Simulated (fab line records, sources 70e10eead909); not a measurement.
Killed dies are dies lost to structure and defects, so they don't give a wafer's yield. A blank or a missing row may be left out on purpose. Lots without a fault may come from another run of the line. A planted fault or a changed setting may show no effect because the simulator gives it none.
Chamber matching | flow nand_harc | NHARC_A_CHANNEL_FILL_D1_ETCHBACK_20 on rie_diel-06: 4 sister chambers
The step etches the open film in C4F8/O2/Ar, target depth 27 nm, time 13.5 s. 8 wafers are shown with their chamber, then 9 later ones without.

WAFERS WITH THEIR CHAMBER
wafer  | chamber | rf_vpp_V (V) | oes_product_au (a.u.)
L076.1 | 1       | 985          | 1.00
L078.2 | 1       | 982          | 0.93
L089.2 | 3       | 981          | 0.98
L089.3 | 2       | 983          | 0.99
L089.6 | 0       | 982          | 1.00
L091.2 | 0       | 982          | 1.00
L091.3 | 3       | 982          | 0.98
L091.6 | 2       | 983          | 0.98

WAFERS WITHOUT THEIR CHAMBER
wafer  | rf_vpp_V (V) | oes_product_au (a.u.)
L096.1 | 983          | 0.91
L096.3 | 983          | 0.92
L096.4 | 983          | 0.92
L097.1 | 981          | 0.91
L097.3 | 983          | 0.92
L097.4 | 980          | 0.92
L097.2 | 982          | 0.91
L097.5 | 980          | 0.91
L097.6 | 981          | 0.92

WHICH CHAMBER EACH WENT THROUGH
wafer  | from the rows above               | in truth
L096.1 | can't be placed: 1 or 2 or 3 or 0 | 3
L096.3 | can't be placed: 1 or 2 or 3 or 0 | 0
L096.4 | can't be placed: 1 or 2 or 3 or 0 | 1
L097.1 | can't be placed: 3 or 1 or 2 or 0 | 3
L097.3 | can't be placed: 1 or 2 or 3 or 0 | 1
L097.4 | can't be placed: 3 or 1 or 0 or 2 | 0
L097.2 | can't be placed: 1 or 3 or 2 or 0 | 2
L097.5 | can't be placed: 3 or 1 or 0 or 2 | 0
L097.6 | can't be placed: 3 or 1 or 2 or 0 | 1
Placed correctly: 0 of 9. Can't be placed from these rows: 9 (the true chamber is among the candidates in 9). Placed wrongly: 0.
How it was worked out, from the rows above alone: a wafer's distance from a chamber is the root of the sum, over the readings, of the square of ((its reading less the chamber's mean) divided by the reading's scatter). The wafer belongs to the nearest chamber; if the next one is less than 2 further off, it can't be placed. A chamber's mean is the mean of its shown wafers. The scatter: the root of (the sum of the squares of (reading less its chamber's mean) over the shown wafers, divided by (wafers less chambers)).
